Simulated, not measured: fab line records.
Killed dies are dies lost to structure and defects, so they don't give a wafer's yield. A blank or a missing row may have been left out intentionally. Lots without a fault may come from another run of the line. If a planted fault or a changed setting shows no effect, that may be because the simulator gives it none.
Which tool is to blame? | flow n5Finfet | 24 lots with 72 wafers sampled at 2 steps, on a route of 1938 steps

WHAT THE GAUGES SHOWED, per wafer
N5_BEOL_M2_CD_MEAS_35: target cd 18 nm, target cd y 22.2 nm. Usual: 18.1 nm for cdNm, sd 0.34.
lot  | measured     | on       | cdNm (nm)      | flag
L075 | day 7 00:26  | cdSem-03 | 18.3 17.9 17.9 | 
L074 | day 7 00:41  | cdSem-02 | 18.1 17.8 18.0 | 
L076 | day 7 05:50  | cdSem-02 | 18.3 18.7 18.5 | 
L077 | day 7 17:23  | cdSem-03 | 18.6 18.0 18.4 | 
L078 | day 7 20:46  | cdSem-03 | 18.1 17.6 18.2 | 
L079 | day 8 02:30  | cdSem-02 | 18.3 18.5 18.2 | 
L080 | day 8 10:01  | cdSem-02 | 18.2 17.9 17.9 | 
L081 | day 8 20:49  | cdSem-03 | 17.8 17.9 17.7 | 
L082 | day 9 00:22  | cdSem-03 | 18.4 17.7 18.1 | 
L083 | day 9 05:16  | cdSem-02 | 18.5 17.7 18.0 | 
L084 | day 9 09:37  | cdSem-02 | 17.7 18.3 18.1 | 
L085 | day 9 09:35  | cdSem-03 | 18.0 17.7 18.3 | 
L086 | day 10 05:05 | cdSem-01 | 18.0 18.1 18.2 | 
L088 | day 10 05:06 | cdSem-03 | 18.1 18.0 17.7 | 
L087 | day 10 05:07 | cdSem-01 | 18.0 18.6 18.0 | 
L089 | day 10 17:31 | cdSem-01 | 17.7 18.1 18.1 | 
L090 | day 10 18:01 | cdSem-03 | 17.9 18.5 17.7 | 
L091 | day 10 17:19 | cdSem-02 | 18.2 17.6 17.9 | 
L092 | day 11 02:45 | cdSem-02 | 18.4 18.7 18.3 | 
L093 | day 11 10:34 | cdSem-03 | 17.8 18.4 17.4 | 
L094 | day 11 10:59 | cdSem-02 | 17.0 18.0 18.0 | 
L095 | day 12 03:46 | cdSem-02 | 18.6 18.0 17.8 | 
L097 | day 12 17:40 | cdSem-01 | 18.3 18.3 18.3 | 
L096 | day 12 20:35 | cdSem-03 | 18.8 18.2 18.4 | 

WHICH TOOL RAN EACH LOT (tool, then ch and the chambers of the sampled wafers, then the start)
lot  | N5_BEOL_M2_ETCH_77
L075 | rieDiel-02 ch 1,2,3, day 6 22:19
L074 | rieDiel-06 ch 0,2,3, day 6 23:31
L076 | rieDiel-06 ch 0,2, day 7 01:41
L077 | rieDiel-03 ch 0,1,3, day 7 15:06
L078 | rieDiel-02 ch 0,1,2, day 7 15:19
L079 | rieDiel-03 ch 1,2,3, day 7 18:17
L080 | rieDiel-06 ch 0,1,3, day 8 05:12
L081 | rieDiel-03 ch 1,3, day 8 13:22
L082 | rieDiel-03 ch 1,2, day 8 22:19
L083 | rieDiel-03 ch 0,2,3, day 8 22:34
L084 | rieDiel-02 ch 0,1,2, day 9 06:08
L085 | rieDiel-06 ch 0,2,3, day 9 06:38
L086 | rieDiel-02 ch 0,1,3, day 9 20:41
L088 | rieDiel-03 ch 0,3, day 9 23:41
L087 | rieDiel-02 ch 0,1,3, day 9 23:47
L089 | rieDiel-03 ch 0,1,3, day 10 06:46
L090 | rieDiel-06 ch 0,1,2, day 10 10:33
L091 | rieDiel-02 ch 0,2,3, day 10 15:41
L092 | rieDiel-03 ch 1,3, day 10 22:05
L093 | rieDiel-03 ch 0,1,3, day 11 04:49
L094 | rieDiel-06 ch 1,2,3, day 11 08:29
L095 | rieDiel-02 ch 1,3, day 11 17:40
L097 | rieDiel-06 ch 0,1,3, day 12 13:26
L096 | rieDiel-02 ch 1,2,3, day 12 19:28
- N5_BEOL_M2_ETCH_77: etches underlayer in N2/H2, target depth 6.5 nm, time 5.2 s.

AS READ BY THE TOOLS THEMSELVES (means over the sampled wafers that have a number; for cases with no such wafer, the mark the record gives instead)
N5_BEOL_M2_ETCH_77. Usual: drypumpMotorCurrentA 5.66 A, standard deviation 0.29; etchRfOnTimeS 5.19 s, standard deviation 0.12; oesProductAu 0.63 a.u., standard deviation 0.054; rfVppV 524.0 V, standard deviation 2.9; showerheadPlenumPTorr 2.55 Torr, standard deviation 0.088; throttleValvePct 17.98 %, standard deviation 0.23.
lot  | tool       | drypumpMotorCurrentA (A) | etchRfOnTimeS (s) | oesProductAu (a.u.) | rfVppV (V) | showerheadPlenumPTorr (Torr) | throttleValvePct (%) | flag
L075 | rieDiel-02 | 5.62                     | 5.11              | 0.62                | 522.9      | 2.55                         | 18.09                | 
L074 | rieDiel-06 | 5.78                     | 5.13              | 0.63                | 523.4      | 2.50                         | 17.92                | 
L076 | rieDiel-06 | 6.12                     | 5.09              | 0.62                | 521.9      | 2.49                         | 18.08                | 
L077 | rieDiel-03 | 5.60                     | 5.17              | 0.66                | 525.4      | 2.60                         | 17.92                | 
L078 | rieDiel-02 | 5.62                     | 5.23              | 0.61                | 523.0      | 2.55                         | 17.90                | 
L079 | rieDiel-03 | 5.80                     | 5.19              | 0.65                | 526.0      | 2.62                         | 17.85                | 
L080 | rieDiel-06 | 5.49                     | 5.22              | 0.62                | 523.4      | 2.54                         | 17.96                | 
L081 | rieDiel-03 | 5.72                     | 5.16              | 0.69                | 526.3      | 2.67                         | 17.82                | 
L082 | rieDiel-03 | 5.87                     | 5.24              | 0.60                | 524.2      | 2.55                         | 17.87                | 
L083 | rieDiel-03 | 5.87                     | 5.19              | 0.67                | 524.8      | 2.55                         | 17.92                | 
L084 | rieDiel-02 | 5.60                     | 5.21              | 0.60                | 525.1      | 2.54                         | 17.92                | 
L085 | rieDiel-06 | 5.76                     | 5.19              | 0.69                | 524.4      | 2.60                         | 17.77                | 
L086 | rieDiel-02 | 5.68                     | 5.28              | 0.60                | 523.2      | 2.54                         | 18.08                | 
L088 | rieDiel-03 | 5.80                     | 5.27              | 0.70                | 526.2      | 2.61                         | 17.91                | 
L087 | rieDiel-02 | 5.67                     | 5.23              | 0.60                | 524.4      | 2.54                         | 18.07                | 
L089 | rieDiel-03 | 5.60                     | 5.13              | 0.65                | 524.5      | 2.59                         | 17.97                | 
L090 | rieDiel-06 | 5.83                     | 5.17              | 0.67                | 526.2      | 2.63                         | 17.98                | 
L091 | rieDiel-02 | 5.52                     | 5.21              | 0.59                | 522.0      | 2.50                         | 17.99                | 
L092 | rieDiel-03 | 5.71                     | 5.19              | 0.67                | 526.7      | 2.66                         | 17.85                | 
L093 | rieDiel-03 | 5.56                     | 5.17              | 0.65                | 525.7      | 2.59                         | 17.98                | 
L094 | rieDiel-06 | 5.66                     | 5.24              | 0.66                | 523.9      | 2.55                         | 17.87                | 
L095 | rieDiel-02 | 5.78                     | 5.20              | 0.60                | 525.2      | 2.57                         | 18.25                | 
L097 | rieDiel-06 | 5.50                     | 5.25              | 0.60                | 524.3      | 2.52                         | 18.04                | 
L096 | rieDiel-02 | 5.62                     | 5.08              | 0.68                | 523.6      | 2.53                         | 18.02                | 

THE ANSWER, worked out from the rows above alone
Rule: a lot is off if the mean of its wafers that have a number lies more than 3 standard deviations from the usual mean. A lot without any number at a reading at which 4 lots or more have one is off too. All remaining lots with rows at the step are treated as sound. Order of review: gauges by route order, followed by the tools' own readings, for which a lot's mean as printed above is used. At the first step where some lot is off, the reading lying furthest off is the one used; lots without a number count as furthest.
Nothing can be told from this: no lot is off at any reading shown.

WHAT THE SIMULATOR PUT IN
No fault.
